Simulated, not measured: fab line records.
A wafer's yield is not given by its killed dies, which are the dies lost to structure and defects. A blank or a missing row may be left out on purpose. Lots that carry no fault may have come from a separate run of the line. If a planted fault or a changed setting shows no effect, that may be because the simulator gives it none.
What tool caused it? / flow n5Finfet / Sampling: 11 lots, 33 wafers, 5 of 1938 route steps

## WHAT EACH GAUGE READ, for each wafer
Not one reading of a measure or inspect step in the record can be checked against a usual standard deviation.

## EACH LOT AND THE TOOL THAT RAN IT (in order: tool; ch and the chambers of the sampled wafers; start)
lot=L151; N5_BEOL_M3_ECD_50=ecdCu-02 ch 0,1, day 8 10:40; N5_MIM_BOT_ETCH_STRIP_01=rieDiel-02 ch 1,2, day 12 08:51; N5_PASSIVATION_DEGAS_18=pvdSputter-01, day 12 11:32; N5_PASSIVATION_STRIP_34=rieDiel-04 ch 1,2, day 12 13:34; N5_PASSIVATION_PROBE_49=-
lot=L150; N5_BEOL_M3_ECD_50=ecdCu-02 ch 0,1, day 8 11:10; N5_MIM_BOT_ETCH_STRIP_01=rieDiel-06 ch 1,2,3, day 12 21:37; N5_PASSIVATION_DEGAS_18=pvdSputter-02, day 12 23:36; N5_PASSIVATION_STRIP_34=rieDiel-04 ch 1,2,3, day 13 01:26; N5_PASSIVATION_PROBE_49=-
lot=L152; N5_BEOL_M3_ECD_50=ecdCu-01 ch 0,1, day 8 13:04; N5_MIM_BOT_ETCH_STRIP_01=rieDiel-02 ch 2,3, day 12 21:27; N5_PASSIVATION_DEGAS_18=pvdSputter-03, day 12 23:34; N5_PASSIVATION_STRIP_34=rieDiel-04 ch 1,2, day 13 01:05; N5_PASSIVATION_PROBE_49=-
lot=L153; N5_BEOL_M3_ECD_50=ecdCu-02 ch 1, day 8 13:33; N5_MIM_BOT_ETCH_STRIP_01=rieDiel-06 ch 1,2,3, day 13 07:31; N5_PASSIVATION_DEGAS_18=pvdSputter-03, day 13 12:14; N5_PASSIVATION_STRIP_34=rieDiel-02 ch 0,3, day 13 13:45; N5_PASSIVATION_PROBE_49=prober-02, day 13 17:56
lot=L155; N5_BEOL_M3_ECD_50=ecdCu-02 ch 0, day 8 16:57; N5_MIM_BOT_ETCH_STRIP_01=rieDiel-02 ch 0,1,3, day 13 05:23; N5_PASSIVATION_DEGAS_18=pvdSputter-02, day 13 09:08; N5_PASSIVATION_STRIP_34=rieDiel-02 ch 0,3, day 13 10:37; N5_PASSIVATION_PROBE_49=prober-01, day 13 14:51
lot=L163; N5_BEOL_M3_ECD_50=ecdCu-02 ch 0,1, day 11 11:44; N5_MIM_BOT_ETCH_STRIP_01=rieDiel-02 ch 0,1, day 16 04:12; N5_PASSIVATION_DEGAS_18=pvdSputter-02, day 16 10:47; N5_PASSIVATION_STRIP_34=rieDiel-06 ch 2,3, day 16 12:16; N5_PASSIVATION_PROBE_49=prober-02, day 16 16:34
lot=L164; N5_BEOL_M3_ECD_50=ecdCu-02 ch 0,1, day 11 18:04; N5_MIM_BOT_ETCH_STRIP_01=rieDiel-06 ch 0,2,3, day 16 06:28; N5_PASSIVATION_DEGAS_18=pvdSputter-03, day 16 11:11; N5_PASSIVATION_STRIP_34=rieDiel-02 ch 0,1,3, day 16 12:45; N5_PASSIVATION_PROBE_49=-
lot=L165; N5_BEOL_M3_ECD_50=ecdCu-02 ch 0,1, day 11 19:35; N5_MIM_BOT_ETCH_STRIP_01=rieDiel-06 ch 0,1,2, day 16 07:20; N5_PASSIVATION_DEGAS_18=pvdSputter-02, day 16 12:07; N5_PASSIVATION_STRIP_34=rieDiel-04 ch 0,1,2, day 16 13:37; N5_PASSIVATION_PROBE_49=prober-01, day 16 18:00
lot=L166; N5_BEOL_M3_ECD_50=ecdCu-02 ch 0,1, day 12 01:25; N5_MIM_BOT_ETCH_STRIP_01=rieDiel-04 ch 0,1,3, day 16 07:19; N5_PASSIVATION_DEGAS_18=pvdSputter-01, day 16 11:16; N5_PASSIVATION_STRIP_34=rieDiel-02 ch 0,1,3, day 16 12:55; N5_PASSIVATION_PROBE_49=-
lot=L167; N5_BEOL_M3_ECD_50=ecdCu-01 ch 0,1, day 12 01:51; N5_MIM_BOT_ETCH_STRIP_01=rieDiel-06 ch 0,1,2, day 16 13:25; N5_PASSIVATION_DEGAS_18=pvdSputter-03, day 16 15:57; N5_PASSIVATION_STRIP_34=rieDiel-06 ch 0,1,2, day 16 17:25; N5_PASSIVATION_PROBE_49=prober-02, day 16 21:46
lot=L169; N5_BEOL_M3_ECD_50=ecdCu-02 ch 0,1, day 12 16:25; N5_MIM_BOT_ETCH_STRIP_01=rieDiel-02 ch 0,1,2, day 17 14:26; N5_PASSIVATION_DEGAS_18=pvdSputter-02, day 17 17:19; N5_PASSIVATION_STRIP_34=rieDiel-02 ch 0,1,3, day 17 22:20; N5_PASSIVATION_PROBE_49=prober-01, day 18 05:27
- N5_BEOL_M3_ECD_50: material Cu, target thk 300 nm.
- N5_MIM_BOT_ETCH_STRIP_01: strips in O2.
- N5_PASSIVATION_DEGAS_18: time 60 s.
- N5_PASSIVATION_STRIP_34: strips in O2.
- N5_PASSIVATION_PROBE_49

## WHAT THE TOOLS THEMSELVES READ (means of the sampled wafers that have a number; where no wafer has one, the mark that the record gives instead)
N5_MIM_BOT_ETCH_STRIP_01. Usual: drypumpMotorCurrentA 5.5 A, standard deviation 0.41; oesProductAu 0.81 a.u., standard deviation 0.099; rfVppV 3.6 V, standard deviation 1.3; showerheadPlenumPTorr 2.07 Torr, standard deviation 0.08; throttleValvePct 16.65 %, standard deviation 0.24.
lot=L151; tool=rieDiel-02; drypumpMotorCurrentA (A)=5.4; oesProductAu (a.u.)=0.71; rfVppV (V)=2.3; showerheadPlenumPTorr (Torr)=2.04; throttleValvePct (%)=16.66; flag=
lot=L150; tool=rieDiel-06; drypumpMotorCurrentA (A)=5.7; oesProductAu (a.u.)=0.79; rfVppV (V)=2.6; showerheadPlenumPTorr (Torr)=2.04; throttleValvePct (%)=16.79; flag=
lot=L152; tool=rieDiel-02; drypumpMotorCurrentA (A)=5.0; oesProductAu (a.u.)=0.74; rfVppV (V)=4.3; showerheadPlenumPTorr (Torr)=2.12; throttleValvePct (%)=16.76; flag=
lot=L153; tool=rieDiel-06; drypumpMotorCurrentA (A)=5.7; oesProductAu (a.u.)=0.79; rfVppV (V)=3.0; showerheadPlenumPTorr (Torr)=2.03; throttleValvePct (%)=16.80; flag=
lot=L155; tool=rieDiel-02; drypumpMotorCurrentA (A)=5.6; oesProductAu (a.u.)=0.82; rfVppV (V)=2.7; showerheadPlenumPTorr (Torr)=2.05; throttleValvePct (%)=16.54; flag=
lot=L163; tool=rieDiel-02; drypumpMotorCurrentA (A)=5.8; oesProductAu (a.u.)=0.93; rfVppV (V)=2.6; showerheadPlenumPTorr (Torr)=2.18; throttleValvePct (%)=16.37; flag=
lot=L164; tool=rieDiel-06; drypumpMotorCurrentA (A)=5.6; oesProductAu (a.u.)=0.78; rfVppV (V)=4.3; showerheadPlenumPTorr (Torr)=2.03; throttleValvePct (%)=16.70; flag=
lot=L165; tool=rieDiel-06; drypumpMotorCurrentA (A)=5.8; oesProductAu (a.u.)=0.78; rfVppV (V)=3.3; showerheadPlenumPTorr (Torr)=2.03; throttleValvePct (%)=16.77; flag=
lot=L166; tool=rieDiel-04; drypumpMotorCurrentA (A)=5.6; oesProductAu (a.u.)=0.77; rfVppV (V)=3.8; showerheadPlenumPTorr (Torr)=2.05; throttleValvePct (%)=16.79; flag=
lot=L167; tool=rieDiel-06; drypumpMotorCurrentA (A)=5.8; oesProductAu (a.u.)=0.78; rfVppV (V)=4.1; showerheadPlenumPTorr (Torr)=2.03; throttleValvePct (%)=16.76; flag=
lot=L169; tool=rieDiel-02; drypumpMotorCurrentA (A)=5.5; oesProductAu (a.u.)=0.91; rfVppV (V)=2.8; showerheadPlenumPTorr (Torr)=2.18; throttleValvePct (%)=16.38; flag=

N5_PASSIVATION_DEGAS_18. Usual: heaterPowerW reads 457 W (standard deviation 44).
lot=L151; tool=pvdSputter-01; heaterPowerW (W)=486; flag=
lot=L150; tool=pvdSputter-02; heaterPowerW (W)=471; flag=
lot=L152; tool=pvdSputter-03; heaterPowerW (W)=469; flag=
lot=L153; tool=pvdSputter-03; heaterPowerW (W)=441; flag=
lot=L155; tool=pvdSputter-02; heaterPowerW (W)=438; flag=
lot=L163; tool=pvdSputter-02; heaterPowerW (W)=459; flag=
lot=L164; tool=pvdSputter-03; heaterPowerW (W)=429; flag=
lot=L165; tool=pvdSputter-02; heaterPowerW (W)=434; flag=
lot=L166; tool=pvdSputter-01; heaterPowerW (W)=484; flag=
lot=L167; tool=pvdSputter-03; heaterPowerW (W)=468; flag=
lot=L169; tool=pvdSputter-02; heaterPowerW (W)=453; flag=

N5_PASSIVATION_STRIP_34. Usual: drypumpMotorCurrentA 5.5 A, standard deviation 0.39; oesProductAu 0.82 a.u., standard deviation 0.1; rfVppV 3.8 V, standard deviation 1.6; showerheadPlenumPTorr 2.08 Torr, standard deviation 0.083; throttleValvePct 16.65 %, standard deviation 0.24.
lot=L151; tool=rieDiel-04; drypumpMotorCurrentA (A)=5.7; oesProductAu (a.u.)=0.71; rfVppV (V)=3.6; showerheadPlenumPTorr (Torr)=2.03; throttleValvePct (%)=16.84; flag=
lot=L150; tool=rieDiel-04; drypumpMotorCurrentA (A)=5.5; oesProductAu (a.u.)=0.72; rfVppV (V)=3.6; showerheadPlenumPTorr (Torr)=2.02; throttleValvePct (%)=16.82; flag=
lot=L152; tool=rieDiel-04; drypumpMotorCurrentA (A)=5.4; oesProductAu (a.u.)=0.72; rfVppV (V)=5.4; showerheadPlenumPTorr (Torr)=2.00; throttleValvePct (%)=16.88; flag=
lot=L153; tool=rieDiel-02; drypumpMotorCurrentA (A)=5.7; oesProductAu (a.u.)=0.91; rfVppV (V)=3.9; showerheadPlenumPTorr (Torr)=2.11; throttleValvePct (%)=16.52; flag=
lot=L155; tool=rieDiel-02; drypumpMotorCurrentA (A)=5.4; oesProductAu (a.u.)=0.85; rfVppV (V)=3.4; showerheadPlenumPTorr (Torr)=2.07; throttleValvePct (%)=16.64; flag=
lot=L163; tool=rieDiel-06; drypumpMotorCurrentA (A)=5.5; oesProductAu (a.u.)=0.72; rfVppV (V)=3.3; showerheadPlenumPTorr (Torr)=2.04; throttleValvePct (%)=16.93; flag=
lot=L164; tool=rieDiel-02; drypumpMotorCurrentA (A)=5.6; oesProductAu (a.u.)=0.87; rfVppV (V)=3.7; showerheadPlenumPTorr (Torr)=2.13; throttleValvePct (%)=16.49; flag=
lot=L165; tool=rieDiel-04; drypumpMotorCurrentA (A)=5.7; oesProductAu (a.u.)=0.85; rfVppV (V)=4.2; showerheadPlenumPTorr (Torr)=2.06; throttleValvePct (%)=16.64; flag=
lot=L166; tool=rieDiel-02; drypumpMotorCurrentA (A)=5.6; oesProductAu (a.u.)=0.87; rfVppV (V)=3.6; showerheadPlenumPTorr (Torr)=2.13; throttleValvePct (%)=16.54; flag=
lot=L167; tool=rieDiel-06; drypumpMotorCurrentA (A)=5.8; oesProductAu (a.u.)=0.80; rfVppV (V)=2.7; showerheadPlenumPTorr (Torr)=2.03; throttleValvePct (%)=16.76; flag=
lot=L169; tool=rieDiel-02; drypumpMotorCurrentA (A)=5.6; oesProductAu (a.u.)=0.84; rfVppV (V)=4.6; showerheadPlenumPTorr (Torr)=2.12; throttleValvePct (%)=16.51; flag=

N5_PASSIVATION_PROBE_49. Usual: defectLimitedYield 91.3 %, standard deviation 1.5; killed_at_M0_to_M3 35, standard deviation 8.7; killed_at_M4_up 14, standard deviation 5.5; killedAtContacts 11, standard deviation 5.6; killedAtFrontEnd 39, standard deviation 13; killedAtOther 3.7, standard deviation 2.2; killedDies 103, standard deviation 18; killedOnRim 14, standard deviation 4.4; killedOpen 69, standard deviation 14; killedShort 33, standard deviation 7.8; sort_bin_5_function 5.1 %, standard deviation 0.99; sort_bin_6_memory 3.3 %, standard deviation 0.67; sort_bin_8_speed 0.02 %, standard deviation 0.17; sortNPass 1077, standard deviation 18; sortYieldPct 91.2 %, standard deviation 1.5.
lot=L153; tool=prober-02; defectLimitedYield (%)=67.1; killed_at_M0_to_M3=348; killed_at_M4_up=10; killedAtContacts=3; killedAtFrontEnd=26; killedAtOther=2.0; killedDies=388; killedOnRim=52; killedOpen=51; killedShort=20; sort_bin_5_function (%)=19.5; sort_bin_6_memory (%)=11.6; sort_bin_8_speed (%)=0.00; sortNPass=792; sortYieldPct (%)=67.1; flag=OFF
lot=L155; tool=prober-01; defectLimitedYield (%)=66.4; killed_at_M0_to_M3=347; killed_at_M4_up=11; killedAtContacts=7; killedAtFrontEnd=27; killedAtOther=4.0; killedDies=397; killedOnRim=51; killedOpen=53; killedShort=27; sort_bin_5_function (%)=19.9; sort_bin_6_memory (%)=11.5; sort_bin_8_speed (%)=0.00; sortNPass=783; sortYieldPct (%)=66.4; flag=OFF
lot=L163; tool=prober-02; defectLimitedYield (%)=91.0; killed_at_M0_to_M3=30; killed_at_M4_up=17; killedAtContacts=16; killedAtFrontEnd=39; killedAtOther=4.7; killedDies=106; killedOnRim=15; killedOpen=71; killedShort=34; sort_bin_5_function (%)=5.8; sort_bin_6_memory (%)=3.1; sort_bin_8_speed (%)=0.03; sortNPass=1074; sortYieldPct (%)=91.0; flag=
lot=L165; tool=prober-01; defectLimitedYield (%)=93.4; killed_at_M0_to_M3=22; killed_at_M4_up=17; killedAtContacts=8; killedAtFrontEnd=29; killedAtOther=3.3; killedDies=79; killedOnRim=7; killedOpen=55; killedShort=21; sort_bin_5_function (%)=4.2; sort_bin_6_memory (%)=2.3; sort_bin_8_speed (%)=0.00; sortNPass=1101; sortYieldPct (%)=93.4; flag=
lot=L167; tool=prober-02; defectLimitedYield (%)=91.2; killed_at_M0_to_M3=36; killed_at_M4_up=10; killedAtContacts=10; killedAtFrontEnd=43; killedAtOther=4.7; killedDies=104; killedOnRim=15; killedOpen=77; killedShort=27; sort_bin_5_function (%)=5.2; sort_bin_6_memory (%)=3.4; sort_bin_8_speed (%)=0.03; sortNPass=1075; sortYieldPct (%)=91.2; flag=
lot=L169; tool=prober-01; defectLimitedYield (%)=91.6; killed_at_M0_to_M3=32; killed_at_M4_up=12; killedAtContacts=18; killedAtFrontEnd=35; killedAtOther=1.3; killedDies=99; killedOnRim=14; killedOpen=69; killedShort=28; sort_bin_5_function (%)=4.7; sort_bin_6_memory (%)=3.4; sort_bin_8_speed (%)=0.00; sortNPass=1081; sortYieldPct (%)=91.6; flag=

## THE ANSWER, worked out from the rows above alone
Rule: lot off if the mean of its wafers having a number is beyond 3 standard deviations from the usual mean. A lot without any number at a reading at which 4 lots or more have one is off too. All remaining lots with rows at the step are treated as sound. First the gauges in route order, then the tools' own readings, where a lot's mean is used as printed above. The first step at which some lot is off is used, and at that step the reading that is off furthest; a lot without a number counts as furthest.
Off: L153, L155 (N5_PASSIVATION_PROBE_49, killed_at_M0_to_M3). Neither off nor sound, because the step has no rows for them: L151, L150, L152, L164, L166.
If a tool, at that step or one of the process steps before it, ran each lot that is off and ran no sound lot following the first of them, it fits. None of those tried fits.

## WHAT THE SIMULATOR HAD PUT IN
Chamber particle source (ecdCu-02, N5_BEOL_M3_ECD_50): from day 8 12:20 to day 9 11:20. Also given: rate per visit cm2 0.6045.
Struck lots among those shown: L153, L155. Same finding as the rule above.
